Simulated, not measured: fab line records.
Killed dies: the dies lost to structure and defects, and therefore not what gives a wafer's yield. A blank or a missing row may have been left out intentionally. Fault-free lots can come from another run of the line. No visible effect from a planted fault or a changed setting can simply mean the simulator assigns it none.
fab line records | flow n5Finfet
record: lots: 9 | wafers: 27 | lastDay: 17
route steps=1938 shown HKMG_FIN@403 BEOL_M4@1111 PASSIVATION@1936
lots untouched by any fault: they come from a run of this same line in which no faults occurred
startH: the number of hours between the record's first day and the start of the first shown wafer of the lot | waitH: hours since the lot's step before | " repeats the value in the row above | L1.1+2: one row covering several wafers at once | - no value present, or no start provided | * or withheld: withheld | < > ~ a bound
route shown NAME@n: a module of which the file shows steps, and the number in the route of the first | usual: mean and standard deviation over wafers with no fault | same: alike in all rows | chamber/n: place in a boat | sites: readings site by site | _std_site: standard deviation across them | _edge_site: the outer-site mean with the inner-site mean subtracted | radiusMm: how far each site lies from the wafer's centre | mask NAME#n: copy n | behind: tool/chamber where the wafer was last shaped | hold: the reason the lot was held/the length of the hold in hours/how it ended | device: names the non-switching transistor (n, p or np) | end of line: at the end of the route, the tests of the same wafers | step lacking rows: just its recipe | killed: count of dies lost to structure and defects at first sort (not the wafer's yield) | map: dies across one wafer; x = killed, . = not, _ = none there
set.NAME: the run value of the setting; set.NAME@STEP: its run value at that earlier step | model.NAME: the simulator's own value behind a step, which no gauge read
the route's steps for a sample of lots (tables are steps, rows are wafers)
services: the hour from which a tool's chamber was out of use, counted from the record's first day as startH (under 0 if before that day), plus the number of hours and why
== steps ==
step: N5_HKMG_FIN_ETCH_55
recipe: chemistry: N2/H2 | target: SOC | targetDepthA: 2400 | tempC: 40 | timeS: 300 | ionEnergyEv: 200 | maskMaterial: SiARC | pressureMtorr: 30 | sourceW: 840 | biasW: 150 | n2FlowSccm: 200 | h2FlowSccm: 200
usual: drypumpMotorCurrentA: 5.5/0.4 | oesProductAu: 0.82/0.099 | rfVppV: 524.4/2.3 | showerheadPlenumPTorr: 2.56/0.077 | throttleValvePct: 17.94/0.29
lot.wafer | tool       | chamber | startH | waitH | drypumpMotorCurrentA | oesProductAu | rfHoursCounterH | rfVppV | showerheadPlenumPTorr | throttleValvePct
L724.1    | rieDiel-02 | 2       | 71.76  | 0.0   | 5.0                  | 0.76         | 139             | 521.5  | 2.44                  | 18.10
L724.5    | "          | 3       | "      | "     | 4.9                  | 0.78         | -               | 524.1  | 2.56                  | 17.86
L724.6    | "          | 2       | "      | "     | 5.0                  | 0.76         | -               | 519.9  | 2.44                  | 18.08
L726.4    | rieDiel-04 | 0       | 88.27  | 0.1   | 5.5                  | 1.02         | -               | 526.2  | 2.60                  | 17.87
L726.5    | "          | 2       | "      | "     | 5.6                  | 0.69         | -               | 526.1  | 2.62                  | 18.56
L726.6    | "          | 3       | "      | "     | 5.4                  | 0.86         | -               | 523.9  | 2.59                  | 17.88
L728.1    | rieDiel-04 | 3       | 97.00  | 0.0   | 5.4                  | 0.86         | 57              | 525.6  | 2.59                  | 17.88
L728.4    | "          | 1       | "      | "     | 4.8                  | 0.70         | 204             | 524.5  | 2.51                  | 17.90
L728.6    | "          | 1       | "      | "     | 4.7                  | 0.70         | -               | 524.0  | 2.51                  | 17.90
L735.1    | rieDiel-02 | 0       | 138.67 | 0.0   | 5.6                  | 0.76         | 163             | 523.4  | 2.52                  | 17.98
L735.2    | "          | 3       | "      | "     | 4.9                  | 0.76         | 146             | 522.2  | 2.55                  | 17.90
L735.4    | "          | 1       | "      | "     | 5.4                  | 0.98         | 1               | 524.5  | 2.49                  | 17.43
L737.3    | rieDiel-02 | 2       | 149.51 | 0.0   | 5.0                  | 0.72         | 169             | 520.4  | 2.43                  | 18.15
L737.5    | "          | 1       | "      | "     | 5.4                  | 0.95         | -               | 522.5  | 2.49                  | 17.45
L737.6    | "          | 2       | "      | "     | 5.0                  | 0.73         | -               | 521.5  | 2.43                  | 18.14
L738.1    | rieDiel-02 | 0       | 156.26 | 0.0   | 5.6                  | 0.75         | 169             | 523.6  | 2.52                  | 17.97
L738.2    | "          | 2       | "      | "     | 5.0                  | 0.73         | 172             | 520.9  | 2.43                  | 18.14
L738.3    | "          | 1       | "      | "     | 5.3                  | 0.93         | 7               | 523.2  | 2.49                  | 17.46
L742.1    | rieDiel-04 | 3       | 177.73 | 0.0   | 5.4                  | 0.82         | 88              | 526.0  | 2.57                  | 17.94
L742.3    | "          | 1       | "      | "     | 4.7                  | 0.68         | 230             | 521.3  | 2.50                  | 17.95
L742.6    | "          | 0       | "      | "     | 5.5                  | 0.92         | -               | 525.1  | 2.59                  | 17.91
L744.1    | rieDiel-04 | 3       | 191.20 | 0.0   | 5.4                  | 0.81         | 93              | 525.5  | 2.57                  | 17.95
L744.2    | "          | 0       | "      | "     | 5.5                  | 0.91         | 38              | 524.2  | 2.59                  | 17.95
L744.3    | "          | 1       | "      | "     | 4.7                  | 0.68         | 235             | 523.5  | 2.49                  | 17.95
L747.3    | rieDiel-02 | 1       | 211.95 | 0.0   | 5.3                  | 0.89         | 26              | 521.7  | 2.48                  | 17.48
L747.4    | "          | 3       | "      | "     | 4.9                  | 0.74         | 172             | 524.7  | 2.54                  | 17.93
L747.6    | "          | 2       | "      | "     | 5.0                  | 0.71         | -               | 518.2  | 2.42                  | 18.19
step: N5_HKMG_FIN_STRIP_93
recipe: chemistry: N2/H2 | material: SOC | timeS: 20 | powerW: 500 | tempC: 40 | pressureMtorr: 50 | rfFrequencyHz: 6e+07 | biasPowerW: 8 | h2Frac: 0.5 | n2FlowSccm: 300 | h2FlowSccm: 300
usual: drypumpMotorCurrentA: 5.5/0.4 | oesProductAu: 0.82/0.096 | rfVppV: 54.4/0.8 | showerheadPlenumPTorr: 3.38/0.098 | throttleValvePct: 19.1/0.47
lot.wafer | tool       | chamber | startH | waitH | drypumpMotorCurrentA | oesProductAu | rfHoursCounterH | rfVppV | showerheadPlenumPTorr | throttleValvePct
L724.1    | rieDiel-02 | 2       | 72.40  | 0.2   | 5.0                  | 0.75         | 139             | 54.1   | 3.23                  | 19.1
L724.5    | "          | 3       | "      | "     | 4.9                  | 0.78         | -               | 54.2   | 3.38                  | 19.3
L724.6    | "          | 2       | "      | "     | 5.0                  | 0.75         | -               | 54.5   | 3.23                  | 19.1
L726.4    | rieDiel-04 | 0       | 88.85  | 0.0   | 5.5                  | 1.01         | -               | 54.4   | 3.44                  | 19.1
L726.5    | "          | 2       | "      | "     | 5.7                  | 0.68         | -               | 52.5   | 3.46                  | 20.1
L726.6    | "          | 3       | "      | "     | 5.4                  | 0.86         | -               | 55.6   | 3.41                  | 19.1
L728.1    | rieDiel-04 | 3       | 97.63  | 0.2   | 5.4                  | 0.85         | 57              | 55.9   | 3.41                  | 19.1
L728.4    | "          | 1       | "      | "     | 4.8                  | 0.70         | 205             | 53.6   | 3.31                  | 18.8
L728.6    | "          | 1       | "      | "     | 4.8                  | 0.70         | -               | 54.5   | 3.31                  | 18.8
L735.1    | rieDiel-02 | 0       | 139.30 | 0.2   | 5.6                  | 0.75         | 163             | 53.7   | 3.34                  | 18.9
L735.2    | "          | 3       | "      | "     | 4.9                  | 0.75         | 146             | 54.5   | 3.36                  | 19.3
L735.4    | "          | 1       | "      | "     | 5.4                  | 0.96         | 1               | 54.1   | 3.29                  | 18.3
L737.3    | rieDiel-02 | 2       | 150.15 | 0.2   | 5.0                  | 0.73         | 169             | 53.6   | 3.22                  | 19.2
L737.5    | "          | 1       | "      | "     | 5.3                  | 0.93         | -               | 55.1   | 3.29                  | 18.3
L737.6    | "          | 2       | "      | "     | 5.0                  | 0.73         | -               | 53.0   | 3.22                  | 19.2
L738.1    | rieDiel-02 | 0       | 156.89 | 0.2   | 5.6                  | 0.74         | 169             | 54.1   | 3.33                  | 18.9
L738.2    | "          | 2       | "      | "     | 5.0                  | 0.73         | 172             | 53.6   | 3.22                  | 19.2
L738.3    | "          | 1       | "      | "     | 5.3                  | 0.93         | 8               | 54.9   | 3.29                  | 18.3
L742.1    | rieDiel-04 | 3       | 178.36 | 0.2   | 5.4                  | 0.82         | 88              | 54.7   | 3.40                  | 19.1
L742.3    | "          | 1       | "      | "     | 4.8                  | 0.69         | 231             | 54.0   | 3.30                  | 18.9
L742.6    | "          | 0       | "      | "     | 5.5                  | 0.91         | -               | 55.7   | 3.42                  | 19.2
L744.1    | rieDiel-04 | 3       | 191.83 | 0.2   | 5.4                  | 0.82         | 93              | 54.4   | 3.39                  | 19.1
L744.2    | "          | 0       | "      | "     | 5.5                  | 0.90         | 39              | 54.6   | 3.42                  | 19.2
L744.3    | "          | 1       | "      | "     | 4.8                  | 0.68         | 236             | 55.2   | 3.30                  | 18.8
L747.3    | rieDiel-02 | 1       | 212.58 | 0.2   | 5.4                  | 0.89         | 26              | 53.9   | 3.28                  | 18.3
L747.4    | "          | 3       | "      | "     | 4.9                  | 0.74         | 172             | 54.5   | 3.35                  | 19.4
L747.6    | "          | 2       | "      | "     | 5.0                  | 0.72         | -               | 54.1   | 3.21                  | 19.2
step: N5_HKMG_FIN_ALD_79
recipe: material: TiN | targetThkA: 15 | tempC: 400 | aldPrecursorFamily: TiCl4 | aldCoReactant: NH3 | pulseTimeS: 1 | purgeTimeS: 3 | coReactantPurgeTimeS: 2 | coReactantPulseTimeS: 2 | aldCycles: 68 | pressureTorr: 3
usual: chamberPressureTorr: 3.001/0.0057 | heaterPowerW: 883/88 | precursorPulseHeightRel: 1.000/0.019
lot.wafer | tool        | chamber | startH | waitH | chamberPressureTorr | heaterPowerW | precursorPulseHeightRel
L724.1    | aldMetal-03 | 1       | 73.04  | 0.0   | 3.002               | 757          | 0.981
L724.5    | "           | 1       | "      | "     | 2.994               | 777          | 0.993
L724.6    | "           | 0       | "      | "     | 3.003               | 857          | 1.008
L726.4    | aldMetal-03 | 0       | 89.46  | 0.0   | 3.003               | 888          | 1.002
L726.5    | "           | 1       | "      | "     | 2.997               | 774          | 1.014
L726.6    | "           | 0       | "      | "     | 2.995               | 861          | 0.979
L728.1    | aldMetal-03 | 3       | 98.27  | 0.0   | 2.989               | 798          | 0.996
L728.4    | "           | 0       | "      | "     | 3.002               | 868          | 0.984
L728.6    | "           | 2       | "      | "     | 2.997               | 956          | 1.003
L735.1    | aldMetal-04 | 2       | 139.94 | 0.0   | 2.998               | 760          | 0.996
L735.2    | "           | 1       | "      | "     | 3.006               | 1028         | 1.009
L735.4    | "           | 3       | "      | "     | 3.013               | 934          | 1.033
L737.3    | aldMetal-04 | 3       | 150.79 | 0.0   | 3.008               | 931          | 1.005
L737.5    | "           | 1       | "      | "     | 2.999               | 1035         | 0.993
L737.6    | "           | 2       | "      | "     | 2.993               | 789          | 0.987
L738.1    | aldMetal-04 | 2       | 157.57 | 0.0   | 2.996               | 768          | 1.022
L738.2    | "           | 0       | "      | "     | 2.999               | 1007         | 1.028
L738.3    | "           | 3       | "      | "     | 3.005               | 928          | 1.014
L742.1    | aldMetal-02 | 1       | 179.00 | 0.0   | 3.001               | 827          | 1.014
L742.3    | "           | 3       | "      | "     | 2.999               | 948          | 0.994
L742.6    | "           | 2       | "      | "     | 2.993               | 866          | 1.003
L744.1    | aldMetal-04 | 1       | 192.47 | 0.0   | 2.994               | 1008         | 1.021
L744.2    | "           | 2       | "      | "     | 3.006               | 770          | 1.056
L744.3    | "           | 0       | "      | "     | 3.001               | 989          | 0.974
L747.3    | aldMetal-04 | 0       | 213.22 | 0.0   | 3.004               | 1001         | 1.041
L747.4    | "           | 3       | "      | "     | 3.000               | 953          | 1.023
L747.6    | "           | 0       | "      | "     | 3.001               | 991          | 1.014
step: N5_HKMG_FIN_EXPOSE_09
recipe: maskId: NWFM | na: 1.35 | sourceShape: conventional | sigmaOuter: 0.8 | polarization: unpolarized | doseMj: 39.25
usual: exposureDoseMJCm2: 39.22/0.045
same: na: 1.35
lot.wafer | tool           | chamber | startH | waitH | mask   | exposureDoseMJCm2
L724.1    | arfiScanner-01 | 0       | 74.85  | -     | NWFM#0 | 39.23
L724.5    | "              | 0       | "      | "     | NWFM#0 | 39.23
L724.6    | "              | 0       | "      | "     | NWFM#0 | 39.15
L726.4    | arfiScanner-02 | 0       | 91.97  | -     | NWFM#0 | 39.30
L726.5    | "              | 0       | "      | "     | NWFM#0 | 39.29
L726.6    | "              | 0       | "      | "     | NWFM#0 | 39.27
L728.1    | arfiScanner-02 | 0       | 100.19 | -     | NWFM#0 | 39.22
L728.4    | "              | 0       | "      | "     | NWFM#0 | 39.24
L728.6    | "              | 0       | "      | "     | NWFM#0 | 39.15
L735.1    | arfiScanner-01 | 0       | 141.78 | -     | NWFM#0 | 39.27
L735.2    | "              | 0       | "      | "     | NWFM#0 | 39.19
L735.4    | "              | 0       | "      | "     | NWFM#0 | 39.20
L737.3    | arfiScanner-01 | 0       | 152.67 | -     | NWFM#0 | 39.12
L737.5    | "              | 0       | "      | "     | NWFM#0 | 39.17
L737.6    | "              | 0       | "      | "     | NWFM#0 | 39.12
L738.1    | arfiScanner-01 | 0       | 159.24 | -     | NWFM#0 | 43.10
L738.2    | "              | 0       | "      | "     | NWFM#0 | 43.14
L738.3    | "              | 0       | "      | "     | NWFM#0 | 43.05
L742.1    | arfiScanner-02 | 0       | 180.81 | -     | NWFM#0 | 39.27
L742.3    | "              | 0       | "      | "     | NWFM#0 | 39.23
L742.6    | "              | 0       | "      | "     | NWFM#0 | 39.22
L744.1    | arfiScanner-01 | 0       | 194.27 | -     | NWFM#0 | 42.34
L744.2    | "              | 0       | "      | "     | NWFM#0 | 42.30
L744.3    | "              | 0       | "      | "     | NWFM#0 | 42.37
L747.3    | arfiScanner-02 | 0       | 215.02 | -     | NWFM#0 | 39.16
L747.4    | "              | 0       | "      | "     | NWFM#0 | 39.20
L747.6    | "              | 0       | "      | "     | NWFM#0 | 39.23
step: N5_HKMG_FIN_CD_MEAS_12
recipe: targetCdNm: 92.8 | landingEnergyEv: 500 | detector: seInlens
usual: cdNm: 93.0/0.57
lot.wafer | tool     | chamber | startH | waitH | cdNm
L724.1    | cdSem-01 | 0       | 74.98  | -     | 92.5
L724.5    | "        | 0       | "      | "     | 92.6
L724.6    | "        | 0       | "      | "     | 93.9
L726.4    | cdSem-01 | 0       | 92.08  | -     | 93.6
L726.5    | "        | 0       | "      | "     | 93.9
L726.6    | "        | 0       | "      | "     | 94.0
L728.1    | cdSem-02 | 0       | 100.31 | -     | 92.8
L728.4    | "        | 0       | "      | "     | 92.7
L728.6    | "        | 0       | "      | "     | 93.3
L735.1    | cdSem-02 | 0       | 141.91 | -     | 93.0
L735.2    | "        | 0       | "      | "     | 92.9
L735.4    | "        | 0       | "      | "     | 92.8
L737.3    | cdSem-02 | 0       | 152.78 | -     | 93.0
L737.5    | "        | 0       | "      | "     | 92.9
L737.6    | "        | 0       | "      | "     | 93.3
L738.1    | cdSem-01 | 0       | 159.36 | -     | 99.7
L738.2    | "        | 0       | "      | "     | 98.5
L738.3    | "        | 0       | "      | "     | 99.3
L742.1    | cdSem-03 | 0       | 180.93 | -     | 93.1
L742.3    | "        | 0       | "      | "     | 93.4
L742.6    | "        | 0       | "      | "     | 93.9
L744.1    | cdSem-01 | 0       | 194.40 | -     | 97.5
L744.2    | "        | 0       | "      | "     | 97.8
L744.3    | "        | 0       | "      | "     | 97.5
L747.3    | cdSem-02 | 0       | 215.14 | -     | 92.2
L747.4    | "        | 0       | "      | "     | 92.2
L747.6    | "        | 0       | "      | "     | 92.7
step: N5_BEOL_M4_RC_MEAS_101
usual: DIBL_N: 36.4/1.5 | DIBL_P: 36.4/1.6 | IOFF_N: 0.164/0.025 | IOFF_P: 0.214/0.028 | ION_N: 675/9.9 | ION_P: 463/6.5 | SS_N: 71.5/0.5 | SS_P: 73.3/0.56 | VT_N: 249.2/2.7 | VT_P: -250.1/2.8
lot.wafer | tool      | chamber | startH | waitH | DIBL_N[mV/V] | DIBL_P[mV/V] | IOFF_N[nA/um] | IOFF_P[nA/um] | ION_N[uA/um] | ION_P[uA/um] | SS_N[mV/dec] | SS_P[mV/dec] | VT_N[mV] | VT_P[mV]
L724.1    | prober-02 | 0       | 164.19 | 0.0   | 36.5         | 35.4         | 0.134         | 0.171         | 664          | 453          | 71.2         | 73.7         | 250.4    | -256.0
L724.5    | "         | 0       | "      | "     | 37.0         | 36.7         | 0.155         | 0.186         | 688          | 458          | 70.7         | 73.7         | 248.1    | -253.7
L724.6    | "         | 0       | "      | "     | 37.2         | 36.3         | 0.149         | 0.185         | 660          | 451          | 70.8         | 73.2         | 251.0    | -256.5
L726.4    | prober-02 | 0       | 180.43 | 0.5   | 35.8         | 37.5         | 0.165         | 0.224         | 677          | 471          | 71.8         | 73.8         | 249.6    | -249.5
L726.5    | "         | 0       | "      | "     | 36.0         | 37.2         | 0.168         | 0.219         | 682          | 467          | 71.8         | 73.6         | 247.4    | -249.8
L726.6    | "         | 0       | "      | "     | 35.8         | 36.9         | 0.166         | 0.208         | 687          | 467          | 70.9         | 73.2         | 248.3    | -250.5
L728.1    | prober-01 | 0       | 189.48 | 0.0   | 35.8         | 35.7         | 0.163         | 0.214         | 678          | 462          | 70.9         | 73.4         | 250.3    | -252.0
L728.4    | "         | 0       | "      | "     | 35.2         | 34.7         | 0.154         | 0.195         | 676          | 460          | 71.1         | 73.3         | 250.3    | -250.5
L728.6    | "         | 0       | "      | "     | 34.1         | 34.3         | 0.136         | 0.186         | 664          | 460          | 70.7         | 72.3         | 253.4    | -251.6
L735.1    | prober-01 | 0       | 234.55 | 0.0   | 35.4         | 35.3         | 0.159         | 0.232         | 683          | 478          | 72.0         | 73.2         | 249.1    | -247.9
L735.2    | "         | 0       | "      | "     | 36.5         | 37.1         | 0.188         | 0.260         | 695          | 477          | 72.6         | 73.9         | 244.5    | -246.2
L735.4    | "         | 0       | "      | "     | 34.9         | 34.9         | 0.156         | 0.230         | 667          | 460          | 72.1         | 73.2         | 248.4    | -246.7
L738.1    | prober-01 | 0       | 243.32 | 0.0   | 37.4         | 38.4         | 0.186         | 0.244         | 676          | 466          | 71.7         | 73.3         | 248.0    | -251.3
L738.2    | "         | 0       | "      | "     | 37.2         | 38.6         | 0.181         | 0.239         | 677          | 464          | 71.7         | 73.4         | 249.7    | -250.6
L738.3    | "         | 0       | "      | "     | 37.9         | 38.8         | 0.203         | 0.244         | 679          | 458          | 72.0         | 73.5         | 248.6    | -246.8
L737.3    | prober-01 | 0       | 244.56 | 0.5   | 31.7         | 32.8         | 0.103         | 0.155         | 652          | 451          | 70.7         | 71.8         | 256.0    | -251.5
L737.5    | "         | 0       | "      | "     | 33.6         | 35.4         | 0.128         | 0.193         | 664          | 465          | 70.8         | 72.8         | 252.9    | -250.6
L737.6    | "         | 0       | "      | "     | 34.8         | 36.4         | 0.140         | 0.198         | 672          | 470          | 70.8         | 73.1         | 250.1    | -249.8
L742.1    | prober-02 | 0       | 276.77 | 0.0   | 36.6         | 36.1         | 0.169         | 0.222         | 680          | 464          | 72.2         | 74.0         | 246.4    | -247.6
L742.3    | "         | 0       | "      | "     | 37.7         | 37.9         | 0.189         | 0.250         | 681          | 469          | 71.9         | 73.8         | 244.4    | -248.1
L742.6    | "         | 0       | "      | "     | 36.6         | 36.4         | 0.160         | 0.222         | 669          | 469          | 72.1         | 74.0         | 248.8    | -249.1
L744.1    | prober-01 | 0       | 288.38 | 0.0   | 37.0         | 37.4         | 0.161         | 0.218         | 674          | 463          | 71.5         | 73.1         | 247.9    | -252.6
L744.2    | "         | 0       | "      | "     | 36.1         | 36.9         | 0.150         | 0.207         | 677          | 464          | 72.0         | 72.8         | 247.4    | -249.7
L744.3    | "         | 0       | "      | "     | 36.7         | 37.4         | 0.152         | 0.208         | 669          | 464          | 71.9         | 73.1         | 248.8    | -250.3
L747.3    | prober-02 | 0       | 303.39 | 0.3   | 37.4         | 37.1         | 0.184         | 0.225         | 675          | 464          | 71.4         | 73.8         | 246.9    | -250.5
L747.4    | "         | 0       | "      | "     | 36.6         | 36.1         | 0.164         | 0.212         | 674          | 457          | 71.6         | 73.7         | 251.0    | -251.4
L747.6    | "         | 0       | "      | "     | 37.8         | 36.8         | 0.174         | 0.218         | 678          | 459          | 71.2         | 74.1         | 249.6    | -249.9
step: N5_PASSIVATION_PROBE_49
usual: defectLimitedYield: 91.1/1.4 | killed_at_M0_to_M3: 35/8.7 | killed_at_M4_up: 14/5.3 | killedAtContacts: 12/6.2 | killedAtFrontEnd: 41/12 | killedAtOther: 3.4/2.6 | killedDies: 105/16 | killedOpen: 67/13 | killedShort: 36/7.3 | sort_bin_5_function: 5.2/0.96 | sort_bin_6_memory: 3.3/0.6 | sortNPass: 1075/16 | sortYieldPct: 91.1/1.4
same: grossDies: 1180 | killedAtBackSide: 0 | sort_bin_4_leakage[%]: 0 | sort_bin_8_speed[%]: 0
lot.wafer | tool      | chamber | startH | waitH | defectLimitedYield[%] | killed_at_M0_to_M3 | killed_at_M4_up | killedAtContacts | killedAtFrontEnd | killedAtOther | killedDies | killedOpen | killedShort | sort_bin_5_function[%] | sort_bin_6_memory[%] | sortNPass | sortYieldPct[%]
L728.1    | prober-02 | -       | 281.32 | 0.0   | 90.1                  | 41                 | 5               | 17               | 49               | 5             | 117        | 74         | 41          | 6.1                    | 3.6                  | 1063      | 90.1
L728.4    | prober-02 | -       | 281.47 | 0.2   | 89.2                  | 47                 | 9               | 11               | 55               | 5             | 127        | 70         | 54          | 6.4                    | 3.7                  | 1053      | 89.2
L728.6    | prober-02 | -       | 281.57 | 0.3   | 90.8                  | 43                 | 14              | 5                | 44               | 3             | 109        | 63         | 44          | 4.9                    | 4.0                  | 1071      | 90.8
L735.1    | prober-01 | -       | 336.10 | 0.0   | 91.7                  | 38                 | 12              | 10               | 37               | 1             | 98         | 59         | 36          | 5.2                    | 2.7                  | 1082      | 91.7
L735.2    | prober-01 | -       | 336.15 | 0.1   | 91.0                  | 36                 | 8               | 13               | 45               | 4             | 106        | 60         | 41          | 4.9                    | 3.1                  | 1074      | 91.0
L735.4    | prober-01 | -       | 336.25 | 0.2   | 91.1                  | 32                 | 3               | 16               | 46               | 8             | 105        | 66         | 38          | 5.8                    | 2.7                  | 1075      | 91.1
L738.1    | prober-02 | -       | 346.53 | 0.3   | 90.4                  | 31                 | 12              | 17               | 44               | 9             | 113        | 78         | 31          | 5.8                    | 3.1                  | 1067      | 90.4
L738.2    | prober-02 | -       | 346.58 | 0.3   | 91.2                  | 39                 | 20              | 10               | 21               | 14            | 104        | 65         | 38          | 5.5                    | 2.9                  | 1076      | 91.2
L738.3    | prober-02 | -       | 346.63 | 0.4   | 92.4                  | 26                 | 20              | 10               | 29               | 5             | 90         | 59         | 30          | 4.6                    | 2.8                  | 1090      | 92.4
killed by level:class
L728.1 BEOL_M0_SAQP:geometricParticle:short=16 MOL_CONTACT_COAG:geometricParticle:open=14 FIN_SAQP:geometricParticle:open=12 BEOL_M1:geometricParticle:open=7 GATE_CUT:geometricParticle:open=6 GATE_CUT:geometricParticle:short=6 FIN_SAQP:geometricParticle:short=5 BEOL_M2:geometricParticle:open=5
L728.4 FIN_SAQP:geometricParticle:short=19 FIN_SAQP:geometricParticle:open=15 BEOL_M0_SAQP:geometricParticle:short=15 BEOL_M0_SAQP:geometricParticle:open=9 MOL_CONTACT_COAG:geometricParticle:open=9 BEOL_M1:geometricParticle:open=7 BEOL_M3:geometricParticle:open=5 STI_FIN_REVEAL:geometricParticle:open=4
L728.6 FIN_SAQP:geometricParticle:short=17 BEOL_M0_SAQP:geometricParticle:open=11 BEOL_M0_SAQP:geometricParticle:short=11 BEOL_M1:geometricParticle:open=9 FIN_SAQP:geometricParticle:open=7 STI_FIN_REVEAL:geometricParticle:open=6 BEOL_M2:geometricParticle:open=6 BEOL_M4:geometricParticle:open=5
L735.1 BEOL_M0_SAQP:geometricParticle:short=12 MOL_CONTACT_COAG:geometricParticle:open=9 BEOL_M2:geometricParticle:open=8 GATE_CUT:geometricParticle:short=7 DUMMY_GATE:geometricParticle:open=6 BEOL_M0:geometricParticle:open=6 STI_FIN_REVEAL:geometricParticle:open=4 GATE_CUT:geometricParticle:open=4
L735.2 BEOL_M0_SAQP:geometricParticle:short=13 BEOL_M0_SAQP:geometricParticle:open=11 MOL_CONTACT_COAG:geometricParticle:open=10 STI_FIN_REVEAL:geometricParticle:open=8 GATE_CUT:geometricParticle:short=8 BEOL_M3:geometricParticle:open=6 FIN_SAQP:geometricParticle:short=4 HKMG_FIN:areaEtch=4
L735.4 BEOL_M0_SAQP:geometricParticle:open=13 MOL_CONTACT_COAG:geometricParticle:open=13 FIN_SAQP:geometricParticle:short=12 GATE_CUT:geometricParticle:short=9 FIN_SAQP:geometricParticle:open=8 BEOL_M0_SAQP:geometricParticle:short=6 STI_FIN_REVEAL:geometricParticle:open=5 BEOL_M1:geometricParticle:open=4
L738.1 MOL_CONTACT_COAG:geometricParticle:open=15 STI_FIN_REVEAL:geometricParticle:open=11 BEOL_M0_SAQP:geometricParticle:short=10 BEOL_M0_SAQP:geometricParticle:open=9 FIN_SAQP:geometricParticle:open=8 GATE_CUT:geometricParticle:short=7 BEOL_M2:geometricParticle:open=5 MIM_BOT:geometricParticle:open=5
L738.2 BEOL_M0_SAQP:geometricParticle:short=10 MOL_CONTACT_COAG:geometricParticle:open=9 BEOL_M4:geometricParticle:open=9 BEOL_M0_SAQP:geometricParticle:open=8 GATE_CUT:geometricParticle:short=7 BEOL_M2:geometricParticle:open=7 STI_FIN_REVEAL:geometricParticle:open=5 BEOL_M1:geometricParticle:short=4
L738.3 BEOL_M0_SAQP:geometricParticle:short=11 STI_FIN_REVEAL:geometricParticle:open=10 MOL_CONTACT_COAG:geometricParticle:open=8 BEOL_M0_SAQP:geometricParticle:open=8 BEOL_M4:geometricParticle:open=8 FIN_SAQP:geometricParticle:open=4 FIN_SAQP:geometricParticle:short=3 STI_FIN_REVEAL:geometricParticle:short=3
== services ==
tool           | chamber | startH | hours | kind
arfiScanner-01 | -       | 54.53  | 1.3   | pm
aldMetal-04    | -       | 57.57  | 1.4   | repair
rieDiel-02     | 1       | 60.43  | 7.0   | repair
rieDiel-04     | 0       | 66.23  | -     | clean
rieDiel-04     | 0       | 66.23  | -     | consumableReplace:esc
rieDiel-04     | 0       | 66.23  | -     | consumableReplace:focusRing
rieDiel-04     | 0       | 66.23  | 21.5  | scheduledDown
rieDiel-04     | 0       | 66.23  | 21.5  | ventCycle
aldMetal-03    | 1       | 73.77  | 9.1   | repair
arfiScanner-01 | -       | 78.55  | 1.0   | pm
arfiScanner-01 | -       | 85.33  | 0.8   | pm
arfiScanner-01 | -       | 99.74  | 17.3  | pm
rieDiel-02     | 1       | 119.95 | -     | clean
rieDiel-02     | 1       | 119.95 | -     | consumableReplace:focusRing
rieDiel-02     | 1       | 119.95 | 15.3  | scheduledDown
rieDiel-02     | 1       | 119.95 | 15.3  | ventCycle
rieDiel-04     | 1       | 120.61 | 9.8   | repair
aldMetal-04    | 0       | 124.71 | 31.1  | repair
arfiScanner-01 | -       | 139.56 | 1.0   | pm
arfiScanner-02 | -       | 142.30 | 1.0   | pm
arfiScanner-02 | -       | 156.84 | 1.3   | pm
arfiScanner-01 | -       | 180.03 | 1.3   | pm
rieDiel-02     | 0       | 180.49 | 4.4   | repair
aldMetal-03    | 0       | 184.81 | 18.2  | repair
== key ==
firstSign: step: N5_HKMG_FIN_EXPOSE_09 | reading: exposureDoseMJCm2 | direction: up | sigmas: 78 | usual: 39.22 | struck: 42.72
effect: step: N5_HKMG_FIN_CD_MEAS_12 | reading: cdNm | direction: up | sigmas: 9.5 | usual: 93.0 | struck: 98.4 | through: controlLoop
metAt N5_HKMG_FIN_EXPOSE_09
struckLots L738,L744
loopTrim: step: N5_HKMG_FIN_EXPOSE_09 | setting: dose | lots: L744
notActingAt N5_HKMG_FIN_ETCH_55,N5_HKMG_FIN_STRIP_93,N5_HKMG_FIN_ALD_79
onsetBetween 152.67 159.24
fault: kind: processParameterDrift | tool: arfiScanner-01 | chamber: - | onsetH: 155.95 | steps: N5_HKMG_FIN_EXPOSE_09 | channel: doseMj | offset: 3.8646 | shape: step | actsIn: theseRecipesOnly | stated: 39.25
loopTrim: a control loop set the setting to another value than it would have without faults
